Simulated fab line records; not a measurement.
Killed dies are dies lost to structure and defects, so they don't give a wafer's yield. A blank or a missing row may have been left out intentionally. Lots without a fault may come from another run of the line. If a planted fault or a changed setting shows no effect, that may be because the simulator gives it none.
Split-lot experiment + flow n5Finfet + on a route of 1938 steps: 7 lots, 39 wafers read

## SPLIT DETAILS
At N5_MIM_BOT_ETCH_ETCH_04 (etches SiNx in CF4/O2, target depth 26 nm, time 13 s), the setting timeS was moved away from the recipe's 13 s on 18 of the 39 wafers read, by -47.1% to +23.5%. The other wafers ran this setting at the recipe's value.

There is no step in the file separating the split from the reading.

## THE READING
MIM_BOT_ETCH.cdOffsetNm (the simulator's own value, which no gauge read), in nm, at N5_MIM_BOT_ETCH_ETCH_03 (etches the open film in Cl2/BCl3, target depth 12 nm). The file gives no usual value for it. Average -0.0 nm, standard deviation 0.14 nm, over the 21 wafers here run with the recipe.

| wafer  | tool, chamber at the split | timeS as run, s | against the recipe | MIM_BOT_ETCH.cdOffsetNm, nm | against lot-mates on the recipe |
|--------|----------------------------|-----------------|--------------------|-----------------------------|---------------------------------|
| L076.1 | rieDiel-06, 3              | 13              | recipe             | 0                           | -                               |
| L076.2 | rieDiel-06, 1              | 13              | recipe             | 0                           | -                               |
| L076.3 | rieDiel-06, 0              | 13              | recipe             | -0.2                        | -                               |
| L076.4 | rieDiel-06, 2              | 16.06           | +23.5%             | -0.4                        | -0.3                            |
| L076.5 | rieDiel-06, 0              | 16.06           | +23.5%             | -0.2                        | -0.1                            |
| L076.6 | rieDiel-06, 1              | 16.06           | +23.5%             | -0.2                        | -0.1                            |
| L080.1 | rieDiel-02, 1              | 13              | recipe             | 0                           | -                               |
| L080.3 | rieDiel-02, 3              | 13              | recipe             | 0                           | -                               |
| L080.2 | rieDiel-02, 2              | 7.735           | -40.5%             | 0.4                         | +0.5                            |
| L080.4 | rieDiel-02, 3              | 7.735           | -40.5%             | 0.4                         | +0.5                            |
| L080.5 | rieDiel-02, 2              | 7.735           | -40.5%             | 0.6                         | +0.7                            |
| L080.6 | rieDiel-02, 1              | 13              | recipe             | -0.2                        | -                               |
| L081.1 | rieDiel-06, 3              | 13              | recipe             | -0.2                        | -                               |
| L081.6 | rieDiel-06, 3              | 13              | recipe             | -0.2                        | -                               |
| L081.2 | rieDiel-06, 2              | 16.02           | +23.2%             | -0.8                        | -0.5                            |
| L081.3 | rieDiel-06, 1              | 16.02           | +23.2%             | -0.8                        | -0.5                            |
| L081.4 | rieDiel-06, 0              | 16.02           | +23.2%             | -1                          | -0.7                            |
| L081.5 | rieDiel-06, 2              | 13              | recipe             | -0.4                        | -                               |
| L085.1 | rieDiel-02, 0              | 9.152           | -29.6%             | 0.4                         | +0.4                            |
| L085.2 | rieDiel-02, 2              | 9.152           | -29.6%             | 0.6                         | +0.6                            |
| L085.3 | rieDiel-02, 3              | 9.152           | -29.6%             | 0.2                         | +0.2                            |
| L085.4 | rieDiel-02, 1              | 13              | recipe             | 0                           | -                               |
| L085.5 | rieDiel-02, 2              | 13              | recipe             | 0                           | -                               |
| L085.6 | rieDiel-02, 3              | 13              | recipe             | 0                           | -                               |
| L091.2 | rieDiel-05, 0              | 13              | recipe             | -0.2                        | -                               |
| L091.3 | rieDiel-05, 3              | 13              | recipe             | 0                           | -                               |
| L091.6 | rieDiel-05, 3              | 13              | recipe             | 0                           | -                               |
| L093.1 | rieDiel-06, 1              | 8.801           | -32.3%             | 0.4                         | +0.3                            |
| L093.2 | rieDiel-06, 0              | 8.801           | -32.3%             | 0.8                         | +0.7                            |
| L093.3 | rieDiel-06, 3              | 13              | recipe             | 0                           | -                               |
| L093.6 | rieDiel-06, 1              | 13              | recipe             | 0                           | -                               |
| L093.4 | rieDiel-06, 0              | 13              | recipe             | 0.2                         | -                               |
| L093.5 | rieDiel-06, 3              | 8.801           | -32.3%             | 0.6                         | +0.5                            |
| L097.1 | rieDiel-02, 0              | 13              | recipe             | 0                           | -                               |
| L097.3 | rieDiel-02, 1              | 13              | recipe             | 0                           | -                               |
| L097.2 | rieDiel-02, 3              | 6.873           | -47.1%             | 0.6                         | +0.5                            |
| L097.4 | rieDiel-02, 1              | 6.873           | -47.1%             | 0.6                         | +0.5                            |
| L097.5 | rieDiel-02, 0              | 13              | recipe             | 0.2                         | -                               |
| L097.6 | rieDiel-02, 3              | 6.873           | -47.1%             | 0.4                         | +0.3                            |

THE FIT
A straight line over all 39 wafers: MIM_BOT_ETCH.cdOffsetNm changes by -0.0161 nm for each +1% of timeS; r = -0.87; the points scatter about the line by 0.2 nm.
The same after taking each lot's own level away (the mean of its wafers on the recipe; 39 wafers): -0.0136 nm for each +1%; r = -0.90; scatter 0.15 nm.
Per that fit: largest timeS move, reading shift of 0.64 nm.
Measured against the standard deviation above, the lots' own levels, which go from -0.27 to 0.07 nm, span 2.4 times it.
In other words, the slope is changed by the lot-to-lot level; the two fits disagree.
Check: for one of the wafers moved furthest among these (-47.1%), held out of the fit, the line's prediction against its lot-mates is +0.631 nm. It came out at +0.533 nm against them.

## OTHER SPLITS ON THESE WAFERS
These wafers also went through other splits before the reading. Each is held against what the fit with the lots' levels taken away leaves over:
| other split on the same wafers    | wafers away from the commonest value | r with MIM_BOT_ETCH.cdOffsetNm (lot level and that fit taken away) |
|-----------------------------------|--------------------------------------|--------------------------------------------------------------------|
| N5_BEOL_M10_ILD_DEP_00 targetThkA | 12                                   | +0.41                                                              |
| N5_BEOL_M10_ETCH_66 timeS         | 15                                   | -0.06                                                              |
| N5_BEOL_M12_TRENCH_ETCH_34 timeS  | 15                                   | +0.30                                                              |

## THE WHOLE CHAIN: every reading that the file lists as answering this split, in the file's order
| step                    | what it does                                         | reading                                                                  | change (the file's fit)                | r (the file's) |
|-------------------------|------------------------------------------------------|--------------------------------------------------------------------------|----------------------------------------|----------------|
| N5_MIM_BOT_ETCH_ETCH_04 | etches SiNx in CF4/O2, target depth 26 nm, time 13 s | etch.depthNm (the simulator's own value, which no gauge read)            | +0.256 nm for each +1% of the setting  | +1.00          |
| N5_MIM_BOT_ETCH_ETCH_04 | etches SiNx in CF4/O2, target depth 26 nm, time 13 s | MIM_BOT_ETCH.cdOffsetNm (the simulator's own value, which no gauge read) | -0.0119 nm for each +1% of the setting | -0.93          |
| N5_MIM_BOT_ETCH_ETCH_03 | etches the open film in Cl2/BCl3, target depth 12 nm | MIM_BOT_ETCH.cdOffsetNm (the simulator's own value, which no gauge read) | -0.0133 nm for each +1% of the setting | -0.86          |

## FILE'S OWN FIT
MIM_BOT_ETCH.cdOffsetNm changes by -0.0133 nm for each +1% of timeS, r = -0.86.
